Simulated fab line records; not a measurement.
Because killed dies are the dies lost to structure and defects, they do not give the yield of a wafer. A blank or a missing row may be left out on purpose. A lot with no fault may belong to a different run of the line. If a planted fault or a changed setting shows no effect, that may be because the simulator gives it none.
Split-lot study	flow n5-finfet	39 wafers read from 7 lots, route of 1938 steps

## THE SPLIT ITSELF
At N5_HKMG_FIN_EXPOSE_46 (exposes mask NDIPOLE), the setting dose-mj was moved away from the recipe's 40 on 18 of the 39 wafers read, by -6.2% to +7.9%. This setting was run at the recipe's value on the other wafers.

## FROM THE SPLIT TO THE READING: what the file shows between them, 2 steps
- N5_HKMG_FIN_PEB_47: peb time 60 s
- N5_HKMG_FIN_DEVELOP_48: develop time 30 s

## THE READING
cd-nm, in nm, at N5_HKMG_FIN_CD_MEAS_49 (target cd 202 nm). Fault-free wafers of this fab line usually give 202.1 nm, standard deviation 0.9 nm.

wafer	tool, chamber at the split	dose-mj as run	against the recipe	cd-nm, nm	against lot-mates on the recipe
L074.1	arfi-scanner-03, 0	42.24	+5.6%	206.3	+3.8
L074.2	arfi-scanner-03, 0	42.24	+5.6%	206.3	+3.8
L074.3	arfi-scanner-03, 0	42.24	+5.6%	205.3	+2.8
L074.4	arfi-scanner-03, 0	40	recipe	202.7	-
L074.5	arfi-scanner-03, 0	40	recipe	202.4	-
L074.6	arfi-scanner-03, 0	40	recipe	202.5	-
L075.1	arfi-scanner-01, 0	40	recipe	200.9	-
L075.2	arfi-scanner-01, 0	40	recipe	201.0	-
L075.3	arfi-scanner-01, 0	40	recipe	201.3	-
L076.1	arfi-scanner-01, 0	40	recipe	201.2	-
L076.2	arfi-scanner-01, 0	40	recipe	201.9	-
L076.3	arfi-scanner-01, 0	37.51	-6.2%	197.8	-3.8
L076.4	arfi-scanner-01, 0	40	recipe	201.6	-
L076.5	arfi-scanner-01, 0	37.51	-6.2%	198.1	-3.5
L076.6	arfi-scanner-01, 0	37.51	-6.2%	199.5	-2.1
L078.1	arfi-scanner-01, 0	40	recipe	203.9	-
L078.2	arfi-scanner-01, 0	40	recipe	201.4	-
L078.3	arfi-scanner-01, 0	43.15	+7.9%	206.9	+4.1
L078.4	arfi-scanner-01, 0	43.15	+7.9%	207.9	+5.1
L078.5	arfi-scanner-01, 0	40	recipe	203.2	-
L078.6	arfi-scanner-01, 0	43.15	+7.9%	207.3	+4.5
L085.1	arfi-scanner-01, 0	37.7	-5.7%	199.0	-2.5
L085.2	arfi-scanner-01, 0	40	recipe	201.8	-
L085.3	arfi-scanner-01, 0	37.7	-5.7%	199.2	-2.3
L085.4	arfi-scanner-01, 0	37.7	-5.7%	198.3	-3.2
L085.5	arfi-scanner-01, 0	40	recipe	201.4	-
L085.6	arfi-scanner-01, 0	40	recipe	201.4	-
L092.1	arfi-scanner-03, 0	38.19	-4.5%	200.5	-2.8
L092.2	arfi-scanner-03, 0	40	recipe	202.0	-
L092.3	arfi-scanner-03, 0	40	recipe	204.4	-
L092.4	arfi-scanner-03, 0	40	recipe	203.4	-
L092.5	arfi-scanner-03, 0	38.19	-4.5%	199.3	-4.0
L092.6	arfi-scanner-03, 0	38.19	-4.5%	199.6	-3.7
L095.1	arfi-scanner-02, 0	38.98	-2.6%	199.9	-1.9
L095.2	arfi-scanner-02, 0	38.98	-2.6%	200.6	-1.2
L095.3	arfi-scanner-02, 0	38.98	-2.6%	200.2	-1.6
L095.4	arfi-scanner-02, 0	40	recipe	201.8	-
L095.5	arfi-scanner-02, 0	40	recipe	202.4	-
L095.6	arfi-scanner-02, 0	40	recipe	201.3	-

FIT RESULTS
A straight line over all 39 wafers: cd-nm changes by +0.626 nm for each +1% of dose-mj; r = +0.95; the points scatter about the line by 0.82 nm.
The same after taking each lot's own level away (the mean of its wafers on the recipe; 39 wafers): +0.571 nm for each +1%; r = +0.96; scatter 0.65 nm.
The reading moves by 4.5 nm for the largest change in dose-mj, on that fit.
Across the lots, their own levels run from 201.07 to 203.27 nm, a range of 2.4 times the standard deviation given above.
Hence the lot-to-lot level has little effect on the slope; both slopes agree.
Check: with one of the wafers moved furthest among these (+7.9%) left out of the fit, the line predicts +4.59 nm for it against its lot-mates. It came out at +4.07 nm against them.

## THESE WAFERS: OTHER SPLITS
Other splits were also applied to these wafers ahead of the reading. Each is held against what the fit with the lots' levels taken away leaves over:
other split on the same wafers	wafers away from the commonest value	r with cd-nm (lot level and that fit taken away)
N5_WELL_APT_EPI_41 time-s	12	+0.07
N5_STI_FIN_REVEAL_ETCHBACK_08 target-depth-a	15	+0.25
N5_DUMMY_GATE_ETCH_32 time-s	12	-0.18

## FILE'S OWN FIT
cd-nm changes by +0.569 nm for each +1% of dose-mj, r = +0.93.
